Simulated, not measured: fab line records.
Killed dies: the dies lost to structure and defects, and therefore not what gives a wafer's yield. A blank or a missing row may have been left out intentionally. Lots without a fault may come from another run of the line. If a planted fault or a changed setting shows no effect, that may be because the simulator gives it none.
fab line records + flow n5_finfet
[record]
- lots = 6
- wafers = 15
- last_day = 16
route steps=1938 shown BEOL_M10@1470 PASSIVATION@1936
lots that met no fault: from a run of the same line without faults
start_h: start of the lot's first displayed wafer, in hours after the record's first day + wait_h: hours elapsed since this lot's preceding step + " same as the row above + L1.1+2: a row that stands for several wafers + - no value, or no start given + * or withheld: withheld + < > ~ a bound
route shown NAME@n: a module of which the file shows steps, and the number in the route of the first + usual: mean and standard deviation over wafers with no fault + same: alike in all rows + chamber/n: place in a boat + sites: readings site by site + _std_site: standard deviation across them + _edge_site: inner sites' mean taken away from outer sites' mean + radius_mm: how far each site lies from the wafer's centre + mask NAME#n: copy n + behind: the most recent tool/chamber to have shaped the wafer + hold: what put the lot on hold/how long, in hours/how the hold closed + device: names the non-switching transistor (n, p or np) + end of line: at the end of the route, the tests of the same wafers + where a step has no rows: the recipe by itself + killed: count of dies lost to structure and defects at first sort (not the wafer's yield) + map: shows each die of a wafer: x if killed, . if not, _ if none is there
set.NAME: the setting the step ran with; set.NAME@STEP: the setting that earlier step ran with + model.NAME: the simulator's own value behind a step, which no gauge read
a table for each step, a row for each wafer; lots at some steps of the route
services: when a tool's chamber went out of use (start_h, in hours from the record's first day, below 0 if earlier), for how many hours, and the reason
[[steps]]
[step N5_BEOL_M10_ILD_DEP_00]
[recipe]
- material = SiCOH_lowk
- target_thk_a = 3085.1
- temp_c = 300
- precursor = DEMS/porogen
- pressure_torr = 5
- rf_w = 500
- time_s = 58
[usual]
- heater_power_w = 304/50
- showerhead_plenum_p_Torr = 5.737/0.012
- throttle_valve_pct = 14.2/0.42
| lot.wafer | tool     | chamber | start_h | wait_h | heater_power_w | showerhead_plenum_p_Torr | throttle_valve_pct |
|-----------|----------|---------|---------|--------|----------------|--------------------------|--------------------|
| L497.1    | pecvd-01 | 2       | 229.52  | 0.0    | 269            | 5.728                    | 13.9               |
| L497.4    | "        | 2       | "       | "      | 267            | 5.749                    | 13.9               |
| L497.5    | "        | 0       | "       | "      | 233            | 5.752                    | 14.7               |
| L496.1    | pecvd-04 | 2       | 237.57  | 0.0    | 269            | 5.725                    | 14.5               |
| L496.2    | "        | 1       | "       | "      | 359            | 5.755                    | 13.7               |
| L501.4    | pecvd-04 | 1       | 265.09  | 0.1    | 297            | 5.752                    | 13.7               |
| L501.6    | "        | 2       | "       | "      | 298            | 5.718                    | 14.7               |
| L504.3    | pecvd-01 | 2       | 271.18  | 0.0    | 298            | 5.740                    | 13.7               |
| L504.6    | "        | 0       | "       | "      | 281            | 5.752                    | 14.6               |
| L514.1    | pecvd-02 | 0       | 330.89  | 0.0    | 396            | 5.744                    | 14.4               |
| L514.3    | "        | 1       | "       | "      | 282            | 5.743                    | 14.3               |
| L514.4    | "        | 0       | "       | "      | 398            | 5.738                    | 14.6               |
| L515.1    | pecvd-04 | 2       | 342.60  | 0.0    | 313            | 5.721                    | 14.4               |
| L515.2    | "        | 1       | "       | "      | 360            | 5.763                    | 14.0               |
| L515.3    | "        | 0       | "       | "      | 270            | 5.735                    | 14.4               |
[step N5_BEOL_M10_CURE_71]
[recipe]
- temp_c = 385
- time_s = 240
- ambient = He/Ar
- material = SiCOH_lowk
[usual]
- lamp_power_pct = 52.31/0.053
- wafer_temp_C_max = 386.7/0.76
| lot.wafer | tool       | chamber | start_h | wait_h | lamp_power_pct | wafer_temp_C_max |
|-----------|------------|---------|---------|--------|----------------|------------------|
| L497.1    | uv_cure-01 | 0       | 229.59  | 0.0    | 52.33          | 385.5            |
| L497.4    | "          | 0       | "       | "      | 52.34          | 386.0            |
| L497.5    | "          | 0       | "       | "      | 52.34          | 385.8            |
| L496.1    | uv_cure-01 | 0       | 237.65  | 0.0    | 52.21          | 385.9            |
| L496.2    | "          | 0       | "       | "      | 52.34          | 386.6            |
| L501.4    | uv_cure-02 | 0       | 265.38  | 0.3    | 52.42          | 387.3            |
| L501.6    | "          | 0       | "       | "      | 52.38          | 388.0            |
| L504.3    | uv_cure-02 | 0       | 271.42  | 0.2    | 52.42          | 387.1            |
| L504.6    | "          | 0       | "       | "      | 52.34          | 387.6            |
| L514.1    | uv_cure-03 | 1       | 331.06  | 0.1    | 52.31          | 387.6            |
| L514.3    | "          | 1       | "       | "      | 52.36          | 388.4            |
| L514.4    | "          | 1       | "       | "      | 52.35          | 387.1            |
| L515.1    | uv_cure-03 | 2       | 342.68  | 0.0    | 52.27          | 386.9            |
| L515.2    | "          | 2       | "       | "      | 52.23          | 387.8            |
| L515.3    | "          | 2       | "       | "      | 52.31          | 386.7            |
[step N5_BEOL_M10_THK_MEAS_01]
[recipe]
- reads = SiCOH_lowk_of_BEOL_M10_ILD_DEP_00
[usual]
- M10_ILD_THK = 269/4.3
| lot.wafer | tool          | chamber | start_h | wait_h | M10_ILD_THK[nm] |
|-----------|---------------|---------|---------|--------|-----------------|
| L497.1    | film_metro-02 | -       | 230.11  | 0.4    | 263             |
| L497.4    | "             | -       | "       | "      | 274             |
| L497.5    | "             | -       | "       | "      | 277             |
| L496.1    | film_metro-01 | -       | 238.16  | 0.4    | 267             |
| L496.2    | "             | -       | "       | "      | 269             |
| L501.4    | film_metro-02 | -       | 265.66  | 0.2    | 280             |
| L501.6    | "             | -       | "       | "      | 274             |
| L504.3    | film_metro-01 | -       | 271.77  | 0.3    | 265             |
| L504.6    | "             | -       | "       | "      | 270             |
| L514.1    | film_metro-01 | -       | 331.57  | 0.4    | 266             |
| L514.3    | "             | -       | "       | "      | 268             |
| L514.4    | "             | -       | "       | "      | 271             |
| L515.1    | film_metro-02 | -       | 343.19  | 0.4    | 271             |
| L515.2    | "             | -       | "       | "      | 271             |
| L515.3    | "             | -       | "       | "      | 269             |
[step N5_BEOL_M10_PECVD_70]
[recipe]
- material = SiO2
- target_thk_a = 200
- temp_c = 400
- precursor = TEOS/O2
- pressure_torr = 5.5
- rf_w = 450
- teos_flow_sccm = 53.8
- gas = O2
- flow_sccm = 3000
- time_s = 22.7
[step N5_BEOL_M10_HM_DEP_02]
[recipe]
- material = TiN
- target_thk_a = 200
- temp_c = 25
- chamber_pressure_pa = 0.49996
[usual]
- throttle_valve_pct = 29.6/1
| lot.wafer | tool           | chamber | start_h | wait_h | throttle_valve_pct |
|-----------|----------------|---------|---------|--------|--------------------|
| L497.1    | pvd_sputter-03 | -       | 231.23  | 1.1    | 28.6               |
| L497.4    | "              | -       | "       | "      | 28.8               |
| L497.5    | "              | -       | "       | "      | 30.4               |
| L496.1    | pvd_sputter-02 | -       | 238.98  | 0.8    | 30.2               |
| L496.2    | "              | -       | "       | "      | 30.2               |
| L501.4    | pvd_sputter-01 | -       | 266.08  | 0.3    | 32.2               |
| L501.6    | "              | -       | "       | "      | 29.3               |
| L504.3    | pvd_sputter-02 | -       | 272.36  | 0.5    | 30.1               |
| L504.6    | "              | -       | "       | "      | 30.1               |
| L514.1    | pvd_sputter-03 | -       | 333.79  | 2.2    | 30.6               |
| L514.3    | "              | -       | "       | "      | 30.3               |
| L514.4    | "              | -       | "       | "      | 30.7               |
| L515.1    | pvd_sputter-01 | -       | 344.09  | 0.8    | 29.1               |
| L515.2    | "              | -       | "       | "      | 28.6               |
| L515.3    | "              | -       | "       | "      | 32.1               |
[step N5_BEOL_M10_COAT_59]
[recipe]
- resist = SOC
- temp_c = 250
- time_s = 60
- spin_rpm = 1500
- resist_thk_nm = 100
[step N5_BEOL_M10_COAT_60]
[recipe]
- resist = SiARC
- temp_c = 220
- time_s = 60
- spin_rpm = 1500
- resist_thk_nm = 30
[step N5_BEOL_M10_COAT_05]
[recipe]
- resist = CAR-ArF
- spin_rpm = 1500
- resist_thk_nm = 90
[step N5_BEOL_M10_EBR_07]
[recipe]
- solvent = PGMEA
- ebr_width_mm = 1.5
[step N5_BEOL_M10_SOFTBAKE_06]
[recipe]
- temp_c = 110
- time_s = 60
- resist = CAR-ArF
[step N5_BEOL_M10_EXPOSE_08]
[recipe]
- mask_id = M10
- na = 1.35
- source_shape = dipole
- sigma_inner = 0.411
- sigma_outer = 0.611
- polarization = te
- dose_mj = 53.75
[step N5_BEOL_M10_PEB_09]
[recipe]
- peb_temp_c = withheld
- peb_time_s = 60
- resist = CAR-ArF
[step N5_BEOL_M10_DEVELOP_10]
[recipe]
- develop_time_s = 30
- developer = TMAH
- resist = CAR-ArF
- rinse_liquid = diw
- dry = air_spin
- dev_temp_c = 23
[usual]
- chill_plate_temp_C = 23.01/0.1
- resist_line_temp_C = 23.02/0.088
| lot.wafer | tool           | chamber | start_h | wait_h | chill_plate_temp_C | resist_line_temp_C |
|-----------|----------------|---------|---------|--------|--------------------|--------------------|
| L497.1    | litho_track-03 | 0       | 231.67  | -      | 22.92              | 23.01              |
| L497.4    | "              | 0       | "       | "      | 22.83              | 22.92              |
| L497.5    | "              | 0       | "       | "      | 23.00              | 22.94              |
| L496.1    | litho_track-03 | 0       | 239.41  | -      | 23.09              | 23.09              |
| L496.2    | "              | 0       | "       | "      | 22.96              | 23.26              |
| L501.4    | litho_track-03 | 0       | 266.55  | -      | 23.00              | 23.00              |
| L501.6    | "              | 0       | "       | "      | 23.21              | 22.92              |
| L504.3    | litho_track-03 | 0       | 272.80  | -      | 22.98              | 23.04              |
| L504.6    | "              | 0       | "       | "      | 22.98              | 22.97              |
| L514.1    | litho_track-01 | 0       | 334.23  | -      | 22.82              | 22.94              |
| L514.3    | "              | 0       | "       | "      | 22.98              | 23.03              |
| L514.4    | "              | 0       | "       | "      | 22.94              | 22.95              |
| L515.1    | litho_track-05 | 0       | 344.54  | -      | 22.93              | 23.00              |
| L515.2    | "              | 0       | "       | "      | 22.96              | 23.08              |
| L515.3    | "              | 0       | "       | "      | 22.86              | 23.02              |
[step N5_BEOL_M10_CD_MEAS_11]
[recipe]
- target_cd_nm = 64.1
- landing_energy_ev = 500
- detector = se_inlens
- polarity = opening
[usual]
- cd_nm = 63.9/0.62
| lot.wafer | tool      | chamber | start_h | wait_h | cd_nm |
|-----------|-----------|---------|---------|--------|-------|
| L497.1    | cd_sem-03 | 0       | 231.73  | -      | 63.9  |
| L497.4    | "         | 0       | "       | "      | 63.1  |
| L497.5    | "         | 0       | "       | "      | 63.4  |
| L496.1    | cd_sem-01 | 0       | 239.47  | -      | 63.9  |
| L496.2    | "         | 0       | "       | "      | 62.1  |
| L501.4    | cd_sem-02 | 0       | 266.61  | -      | 65.3  |
| L501.6    | "         | 0       | "       | "      | 63.8  |
| L504.3    | cd_sem-01 | 0       | 272.86  | -      | 64.5  |
| L504.6    | "         | 0       | "       | "      | 64.3  |
| L514.1    | cd_sem-02 | 0       | 334.29  | -      | 64.8  |
| L514.3    | "         | 0       | "       | "      | 64.9  |
| L514.4    | "         | 0       | "       | "      | 64.8  |
| L515.1    | cd_sem-02 | 0       | 344.60  | -      | 63.9  |
| L515.2    | "         | 0       | "       | "      | 64.4  |
| L515.3    | "         | 0       | "       | "      | 64.8  |
[step N5_BEOL_M10_OVL_MEAS_12]
[recipe]
- points_per_wafer = 44
[usual]
- M10_OVL = 0.5/0.74
| lot.wafer | tool       | chamber | start_h | wait_h | M10_OVL[nm] |
|-----------|------------|---------|---------|--------|-------------|
| L497.1    | overlay-01 | 0       | 231.76  | 0.0    | 0.3         |
| L497.4    | "          | 0       | "       | "      | 1.2         |
| L497.5    | "          | 0       | "       | "      | 1.7         |
| L496.1    | overlay-02 | 0       | 239.50  | 0.0    | -1.4        |
| L496.2    | "          | 0       | "       | "      | -0.4        |
| L501.4    | overlay-01 | 0       | 266.63  | 0.0    | 1.2         |
| L501.6    | "          | 0       | "       | "      | -0.6        |
| L504.3    | overlay-01 | 0       | 272.89  | 0.0    | 1.5         |
| L504.6    | "          | 0       | "       | "      | -0.7        |
| L514.1    | overlay-01 | 0       | 334.32  | 0.0    | 1.6         |
| L514.3    | "          | 0       | "       | "      | 1.0         |
| L514.4    | "          | 0       | "       | "      | 1.7         |
| L515.1    | overlay-01 | 0       | 344.63  | 0.0    | 1.1         |
| L515.2    | "          | 0       | "       | "      | -0.2        |
| L515.3    | "          | 0       | "       | "      | 0.0         |
[step N5_BEOL_M10_INSPECT_13]
[recipe]
- mode = adi
- inspect_instrument = brightfield
[usual]
- raw_defect_count = 407/98
| lot.wafer | tool              | chamber | start_h | wait_h | raw_defect_count |
|-----------|-------------------|---------|---------|--------|------------------|
| L497.1    | defect_inspect-01 | -       | 231.78  | 0.0    | 341              |
| L497.4    | "                 | -       | "       | "      | 272              |
| L497.5    | "                 | -       | "       | "      | 370              |
| L496.1    | defect_inspect-01 | -       | 239.53  | 0.0    | 460              |
| L496.2    | "                 | -       | "       | "      | 539              |
| L501.4    | defect_inspect-01 | -       | 266.66  | 0.0    | 259              |
| L501.6    | "                 | -       | "       | "      | 324              |
| L504.3    | defect_inspect-01 | -       | 272.92  | 0.0    | 602              |
| L504.6    | "                 | -       | "       | "      | 683              |
| L514.1    | defect_inspect-02 | -       | 334.34  | 0.0    | 535              |
| L514.3    | "                 | -       | "       | "      | 336              |
| L514.4    | "                 | -       | "       | "      | 455              |
| L515.1    | defect_inspect-01 | -       | 344.66  | 0.0    | 426              |
| L515.2    | "                 | -       | "       | "      | 377              |
| L515.3    | "                 | -       | "       | "      | 462              |
[step N5_BEOL_M10_DESCUM_16]
[recipe]
- chemistry = O2
- time_s = 7.9
- source_power_w = 50
- bias_power_w = 20
- pressure_mtorr = 20
- rf_frequency_hz = 2.712e+07
- temp_c = 40
- resist = CAR-ArF
- o2_flow_sccm = 225
[usual]
- drypump_motor_current_A = 5.7/0.52
- oes_product_au = 0.81/0.072
- rf_vpp_V = 242.7/1.1
- showerhead_plenum_p_Torr = 2.06/0.042
- throttle_valve_pct = 20.49/0.23
| lot.wafer | tool        | chamber | start_h | wait_h | drypump_motor_current_A | oes_product_au | rf_hours_counter_h | rf_vpp_V | showerhead_plenum_p_Torr | throttle_valve_pct |
|-----------|-------------|---------|---------|--------|-------------------------|----------------|--------------------|----------|--------------------------|--------------------|
| L497.1    | rie_diel-05 | 3       | 232.06  | 0.3    | 5.0                     | 0.92           | 42                 | 242.1    | 2.04                     | 20.26              |
| L497.4    | "           | 3       | "       | "      | 5.0                     | 0.92           | -                  | 242.6    | 2.04                     | 20.25              |
| L497.5    | "           | 2       | "       | "      | 6.7                     | 0.72           | -                  | 242.6    | 2.05                     | 20.86              |
| L496.1    | rie_diel-04 | 3       | 239.56  | 0.0    | 6.0                     | 0.89           | 43                 | 242.9    | 2.04                     | 20.23              |
| L496.2    | "           | 1       | "       | "      | 5.5                     | 0.83           | 74                 | 244.0    | 2.13                     | 20.50              |
| L501.4    | rie_diel-04 | 3       | 266.69  | 0.0    | 6.0                     | 0.89           | 55                 | 241.9    | 2.04                     | 20.25              |
| L501.6    | "           | 3       | "       | "      | 6.1                     | 0.88           | -                  | 241.8    | 2.04                     | 20.26              |
| L504.3    | rie_diel-05 | 2       | 273.17  | 0.3    | 6.7                     | 0.70           | 219                | 242.4    | 2.05                     | 20.88              |
| L504.6    | "           | 1       | "       | "      | 5.8                     | 0.82           | -                  | 241.7    | 2.05                     | 20.62              |
| L514.1    | rie_diel-05 | 2       | 334.38  | 0.0    | 6.7                     | 0.68           | 238                | 243.1    | 2.04                     | 20.90              |
| L514.3    | "           | 0       | "       | "      | 5.1                     | 0.81           | 120                | 241.8    | 2.01                     | 20.39              |
| L514.4    | "           | 1       | "       | "      | 5.8                     | 0.80           | -                  | 241.6    | 2.05                     | 20.64              |
| L515.1    | rie_diel-01 | 2       | 344.69  | 0.0    | 5.3                     | 0.71           | 194                | 246.3    | 2.15                     | 20.46              |
| L515.2    | "           | 3       | "       | "      | 6.0                     | 0.75           | 159                | 244.0    | 2.07                     | 20.52              |
| L515.3    | "           | 0       | "       | "      | 6.3                     | 0.71           | 203                | 242.7    | 2.09                     | 20.61              |
[step N5_BEOL_M10_ETCH_61]
[recipe]
- chemistry = CF4
- target = SiARC
- target_depth_a = 390
- mask_material = CAR-ArF
- time_s = 65
- ion_energy_ev = 80
- pressure_mtorr = 40
- source_w = 545
- bias_w = 36
- Ar_flow_sccm = 100
- cf4_flow_sccm = 100
- ends = cleared
[usual]
- cf4_flow_sccm = 100.0/0.31
- drypump_motor_current_A = 5.7/0.51
- etch_rf_on_time_s = 65.6/2
- oes_product_au = 0.68/0.062
- rf_vpp_V = 183.7/1
- showerhead_plenum_p_Torr = 2.11/0.044
- throttle_valve_pct = 15.66/0.22
| lot.wafer | tool        | chamber | start_h | wait_h | cf4_flow_sccm | drypump_motor_current_A | etch_rf_on_time_s | oes_product_au | rf_hours_counter_h | rf_vpp_V | showerhead_plenum_p_Torr | throttle_valve_pct | model.BEOL_M10.cd_offset_nm |
|-----------|-------------|---------|---------|--------|---------------|-------------------------|-------------------|----------------|--------------------|----------|--------------------------|--------------------|-----------------------------|
| L497.1    | rie_diel-05 | 3       | 232.09  | 0.0    | 100.3         | 4.9                     | 66.6              | 0.75           | 42                 | 184.3    | 2.12                     | 15.57              | 0                           |
| L497.4    | "           | 3       | "       | "      | 99.9          | 5.0                     | 66.7              | 0.76           | -                  | 183.7    | 2.12                     | 15.57              | -0.2                        |
| L497.5    | "           | 2       | "       | "      | 99.5          | 6.7                     | 69.4              | 0.59           | -                  | 183.3    | 2.11                     | 16.08              | -0.6                        |
| L496.1    | rie_diel-04 | 3       | 239.60  | 0.0    | 100.0         | 6.0                     | 63.8              | 0.76           | 43                 | 184.8    | 2.10                     | 15.39              | -0.2                        |
| L496.2    | "           | 1       | "       | "      | 99.4          | 5.4                     | 64.6              | 0.71           | 74                 | 184.5    | 2.17                     | 15.64              | -1.8                        |
| L501.4    | rie_diel-04 | 3       | 266.73  | 0.0    | 100.3         | 6.0                     | 63.0              | 0.76           | 55                 | 183.3    | 2.10                     | 15.40              | 1.4                         |
| L501.6    | "           | 3       | "       | "      | 99.8          | 6.0                     | 64.1              | 0.75           | -                  | 183.4    | 2.10                     | 15.39              | 0                           |
| L504.3    | rie_diel-05 | 2       | 273.21  | 0.0    | 99.7          | 6.7                     | 70.0              | 0.58           | 219                | 184.6    | 2.10                     | 16.10              | 1                           |
| L504.6    | "           | 1       | "       | "      | 100.7         | 5.8                     | 65.7              | 0.69           | -                  | 184.2    | 2.07                     | 15.57              | -0.4                        |
| L514.1    | rie_diel-05 | 2       | 334.41  | 0.0    | 99.7          | 6.7                     | 70.8              | 0.56           | 238                | 183.5    | 2.10                     | 16.13              | 1.2                         |
| L514.3    | "           | 0       | "       | "      | 99.9          | 5.1                     | 63.3              | 0.68           | 120                | 184.6    | 2.08                     | 15.59              | 0.6                         |
| L514.4    | "           | 1       | "       | "      | 100.5         | 5.7                     | 66.0              | 0.67           | -                  | 182.8    | 2.06                     | 15.59              | 0.4                         |
| L515.1    | rie_diel-01 | 2       | 344.72  | 0.0    | 100.1         | 5.3                     | 65.8              | 0.60           | 194                | 185.4    | 2.21                     | 15.79              | -0.4                        |
| L515.2    | "           | 3       | "       | "      | 100.2         | 6.0                     | 66.8              | 0.63           | 159                | 182.9    | 2.16                     | 15.91              | 0.4                         |
| L515.3    | "           | 0       | "       | "      | 100.0         | 6.3                     | 66.8              | 0.62           | 203                | 184.0    | 2.16                     | 15.89              | 0.8                         |
[step N5_BEOL_M10_ETCH_62]
[recipe]
- chemistry = N2/H2
- target = SOC
- target_depth_a = 1100
- overetch_a = 220
- mask_material = SiARC
- temp_c = 40
- time_s = 165
- ion_energy_ev = 200
- pressure_mtorr = 30
- source_w = 840
- bias_w = 150
- n2_flow_sccm = 200
- h2_flow_sccm = 200
[step N5_BEOL_M10_STRIP_68]
[recipe]
- chemistry = N2/H2
- temp_c = 40
- n2_flow_sccm = 200
- h2_flow_sccm = 200
- rf_frequency_hz = 6e+07
[step N5_BEOL_M10_STRIP_67]
[recipe]
- chemistry = CF4
- resist = SiARC
- power_w = 300
- bias_power_w = 75
- pressure_mtorr = 50
- cf4_flow_sccm = 150
- rf_frequency_hz = 6e+07
[step N5_BEOL_M10_HM_OPEN_17]
[recipe]
- chemistry = Cl2/BCl3
- target_depth_a = 200
- overetch_a = 60
- target = TiN
- mask_material = SOC
- ion_energy_ev = 150
- pressure_mtorr = 10
- icp_w = 1000
- bias_w = 126
- Cl2_flow_sccm = 53.25
- bcl3_flow_sccm = 21.75
- Ar_flow_sccm = 25
[usual]
- drypump_motor_current_A = 5.88/0.25
- oes_product_au = 0.67/0.061
- throttle_valve_pct = 22.27/0.2
| lot.wafer | tool         | chamber | start_h | wait_h | drypump_motor_current_A | oes_product_au | rf_hours_counter_h | throttle_valve_pct | model.BEOL_M10.cd_offset_nm |
|-----------|--------------|---------|---------|--------|-------------------------|----------------|--------------------|--------------------|-----------------------------|
| L497.1    | rie_metal-03 | 0       | 232.33  | 0.0    | 5.77                    | 0.68           | 26                 | 22.25              | 0                           |
| L497.4    | "            | 1       | "       | "      | 5.56                    | 0.68           | -                  | 22.24              | -0.4                        |
| L497.5    | "            | 1       | "       | "      | 5.58                    | 0.69           | -                  | 22.19              | -1                          |
| L496.1    | rie_metal-02 | 0       | 239.83  | 0.0    | 6.09                    | 0.63           | 64                 | 22.01              | -0.4                        |
| L496.2    | "            | 1       | "       | "      | 5.67                    | 0.52           | 120                | 22.95              | -2.2                        |
| L501.4    | rie_metal-01 | 1       | 266.99  | 0.1    | 5.99                    | 0.63           | -                  | 22.13              | 1.4                         |
| L501.6    | "            | 1       | "       | "      | 6.04                    | 0.63           | -                  | 22.12              | 0                           |
| L504.3    | rie_metal-01 | 0       | 273.48  | 0.1    | 6.31                    | 0.71           | -                  | 22.30              | 0.8                         |
| L504.6    | "            | 0       | "       | "      | 6.33                    | 0.70           | -                  | 22.28              | -0.2                        |
| L514.1    | rie_metal-03 | 1       | 334.65  | 0.0    | 5.55                    | 0.67           | 43                 | 22.25              | 0.6                         |
| L514.3    | "            | 1       | "       | "      | 5.57                    | 0.65           | -                  | 22.25              | 0                           |
| L514.4    | "            | 0       | "       | "      | 5.76                    | 0.66           | -                  | 22.26              | 0.2                         |
| L515.1    | rie_metal-02 | 0       | 344.96  | 0.0    | 6.06                    | 0.61           | 74                 | 22.04              | -0.2                        |
| L515.2    | "            | 1       | "       | "      | 5.66                    | 0.75           | 8                  | 22.46              | 0.2                         |
| L515.3    | "            | 0       | "       | "      | 6.07                    | 0.60           | -                  | 22.07              | 1                           |
[step N5_BEOL_M10_STRIP_19]
[recipe]
- chemistry = O2
- power_w = 400
- temp_c = 40
- pressure_mtorr = 30
- rf_frequency_hz = 6e+07
- bias_power_w = 0
- overash_fraction = 0.2
- o2_flow_sccm = 225
[usual]
- drypump_motor_current_A = 5.7/0.49
- oes_product_au = 0.80/0.069
- rf_vpp_V = 3.6/0.57
- showerhead_plenum_p_Torr = 2.07/0.047
- throttle_valve_pct = 16.70/0.21
| lot.wafer | tool        | chamber | start_h | wait_h | drypump_motor_current_A | oes_product_au | rf_hours_counter_h | rf_vpp_V | showerhead_plenum_p_Torr | throttle_valve_pct |
|-----------|-------------|---------|---------|--------|-------------------------|----------------|--------------------|----------|--------------------------|--------------------|
| L497.1    | rie_diel-05 | 3       | 232.44  | 0.1    | 4.9                     | 0.91           | 42                 | 3.8      | 2.04                     | 16.48              |
| L497.4    | "           | 0       | "       | "      | 5.1                     | 0.83           | -                  | 4.4      | 2.03                     | 16.50              |
| L497.5    | "           | 2       | "       | "      | 6.7                     | 0.71           | -                  | 3.4      | 2.06                     | 17.11              |
| L496.1    | rie_diel-05 | 1       | 239.94  | 0.1    | 5.8                     | 0.84           | 72                 | 4.1      | 2.06                     | 16.79              |
| L496.2    | "           | 0       | "       | "      | 5.1                     | 0.85           | 85                 | 3.7      | 2.03                     | 16.51              |
| L501.4    | rie_diel-01 | 3       | 267.09  | 0.1    | 6.0                     | 0.77           | -                  | 3.5      | 2.08                     | 16.73              |
| L501.6    | "           | 0       | "       | "      | 6.3                     | 0.74           | -                  | 4.4      | 2.11                     | 16.79              |
| L504.3    | rie_diel-01 | 2       | 273.63  | 0.1    | 5.3                     | 0.74           | 168                | 3.7      | 2.16                     | 16.71              |
| L504.6    | "           | 0       | "       | "      | 6.3                     | 0.74           | -                  | 4.2      | 2.11                     | 16.80              |
| L514.1    | rie_diel-01 | 2       | 334.76  | 0.1    | 5.3                     | 0.72           | 190                | 3.7      | 2.15                     | 16.79              |
| L514.3    | "           | 0       | "       | "      | 6.3                     | 0.72           | 198                | 2.6      | 2.10                     | 16.85              |
| L514.4    | "           | 1       | "       | "      | 5.7                     | 0.94           | 15                 | 2.9      | 2.07                     | 16.95              |
| L515.1    | rie_diel-04 | 3       | 345.07  | 0.1    | 6.0                     | 0.84           | 81                 | 3.3      | 2.03                     | 16.50              |
| L515.2    | "           | 2       | "       | "      | 5.3                     | 0.83           | 71                 | 4.0      | 2.06                     | 16.59              |
| L515.3    | "           | 1       | "       | "      | 5.4                     | 0.80           | 114                | 4.5      | 2.12                     | 16.86              |
[step N5_PASSIVATION_PROBE_49]
[usual]
- defect_limited_yield = 91.2/1.4
- killed_at_M0_to_M3 = 32/9.3
- killed_at_M4_up = 14/4.9
- killed_at_contacts = 15/7.5
- killed_at_front_end = 40/11
- killed_at_other = 4/3.3
- killed_dies = 104/17
- killed_on_rim = 13/4.2
- killed_open = 68/14
- killed_short = 33/7.9
- sort_bin_5_function = 5.2/0.99
- sort_bin_6_memory = 3.2/0.65
- sort_n_pass = 1076/17
- sort_yield_pct = 91.1/1.5
[same]
- gross_dies = 1180
- killed_at_back_side = 0
- sort_bin_4_leakage[%] = 0
- sort_bin_8_speed[%] = 0
| lot.wafer | tool      | chamber | start_h | wait_h | defect_limited_yield[%] | killed_at_M0_to_M3 | killed_at_M4_up | killed_at_contacts | killed_at_front_end | killed_at_other | killed_dies | killed_on_rim | killed_open | killed_short | sort_bin_5_function[%] | sort_bin_6_memory[%] | sort_n_pass | sort_yield_pct[%] |
|-----------|-----------|---------|---------|--------|-------------------------|--------------------|-----------------|--------------------|---------------------|-----------------|-------------|---------------|-------------|--------------|------------------------|----------------------|-------------|-------------------|
| L496.1    | prober-02 | -       | 287.81  | 0.0    | 92.0                    | 31                 | 11              | 30                 | 21                  | 1               | 94          | 21            | 58          | 35           | 4.8                    | 3.0                  | 1086        | 92.0              |
| L496.2    | prober-02 | -       | 287.86  | 0.1    | 89.7                    | 52                 | 8               | 29                 | 29                  | 4               | 122         | 8             | 70          | 37           | 5.8                    | 3.7                  | 1058        | 89.7              |
| L501.6    | prober-01 | -       | 316.77  | 0.3    | 90.1                    | 38                 | 14              | 11                 | 52                  | 2               | 117         | 12            | 57          | 44           | 4.9                    | 3.2                  | 1063        | 90.1              |
// killed by level:class
L496.1 MOL_CONTACT_COAG:geometric_particle:open=25 BEOL_M0_SAQP:geometric_particle:short=9 MOL_CONTACT_COAG:geometric_particle:short=5 BEOL_M5:geometric_particle:open=5 BEOL_M1:geometric_particle:open=4 BEOL_M0_SAQP:geometric_particle:open=4 BEOL_M2:geometric_particle:open=4 BEOL_M3:geometric_particle:short=4
L496.2 MOL_CONTACT_COAG:geometric_particle:open=16 BEOL_M0_SAQP:geometric_particle:open=15 BEOL_M0_SAQP:geometric_particle:short=13 MOL_CONTACT_COAG:area_etch=9 BEOL_M1:geometric_particle:open=8 FIN_SAQP:geometric_particle:open=6 BEOL_M2:geometric_particle:open=6 HKMG_FIN:area_etch=6
L501.6 HKMG_FIN:area_etch=16 BEOL_M0_SAQP:geometric_particle:short=9 MOL_CONTACT_COAG:geometric_particle:open=7 BEOL_M4:geometric_particle:open=7 FIN_SAQP:geometric_particle:short=6 GATE_CUT:geometric_particle:short=6 BEOL_M1:geometric_particle:short=6 FIN_SAQP:geometric_particle:open=5
[[services]]
| tool           | chamber | start_h | hours | kind                          |
|----------------|---------|---------|-------|-------------------------------|
| uv_cure-02     | -       | 210.66  | 1.3   | repair                        |
| rie_diel-05    | 1       | 230.89  | 5.4   | repair                        |
| uv_cure-02     | -       | 231.90  | 7.9   | repair                        |
| pecvd-02       | -       | 236.17  | 23.9  | repair                        |
| rie_diel-04    | 2       | 242.38  | 12.5  | repair                        |
| pecvd-04       | 1       | 244.42  | 4.1   | repair                        |
| rie_diel-01    | 1       | 260.23  | -     | clean                         |
| rie_diel-01    | 1       | 260.23  | -     | consumable_replace:esc        |
| rie_diel-01    | 1       | 260.23  | -     | consumable_replace:focus_ring |
| rie_diel-01    | 1       | 260.23  | 28.3  | scheduled_down                |
| rie_diel-01    | 1       | 260.23  | 28.3  | vent_cycle                    |
| pecvd-01       | -       | 264.89  | 5.5   | pm                            |
| uv_cure-01     | -       | 282.84  | 0.8   | repair                        |
| pecvd-02       | 1       | 288.13  | 5.0   | repair                        |
| rie_metal-02   | 0       | 288.25  | 18.7  | repair                        |
| rie_diel-05    | 2       | 298.44  | 8.7   | repair                        |
| litho_track-03 | -       | 304.33  | -     | consumable_replace:filter     |
| pecvd-01       | 0       | 309.70  | 7.9   | repair                        |
| uv_cure-01     | -       | 319.23  | 1.0   | pm                            |
| rie_diel-01    | 2       | 319.59  | 4.7   | repair                        |
| pecvd-01       | -       | 321.01  | 6.0   | pm                            |
| rie_diel-05    | 3       | 327.61  | 10.9  | repair                        |
| uv_cure-01     | -       | 328.05  | 7.5   | pm                            |
| rie_diel-01    | -       | 342.20  | 0.2   | repair                        |
[[key]]
first_sign none at tools or gauges
[model_effect]
- step = N5_BEOL_M10_ETCH_61
- value = BEOL_M10.cd_offset_nm
- without = -0.2
- struck = 1.2
[model_effect]
- step = N5_BEOL_M10_HM_OPEN_17
- value = BEOL_M10.cd_offset_nm
- without = -0.4
- struck = 1.1
met_at N5_BEOL_M10_DEVELOP_10
struck_wafers L501.4,L504.3
[baseline_loss]
- step = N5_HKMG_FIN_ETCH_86
- wafers = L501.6
onset_between 239.41 266.55
[fault]
- kind = process_parameter_drift
- tool = litho_track-03
- chamber = -
- onset_h = 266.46
- steps = N5_BEOL_M10_DEVELOP_10
- channel = develop_time_s
- offset = *
- shape = step
- end_h = 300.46
- scope = struck_wafers_only
- acts_in = *
- stated = *
// baseline_loss: these wafers lose ten dies or more at that step, a loss of the line's own and not of a fault; the sort's usual values leave them out
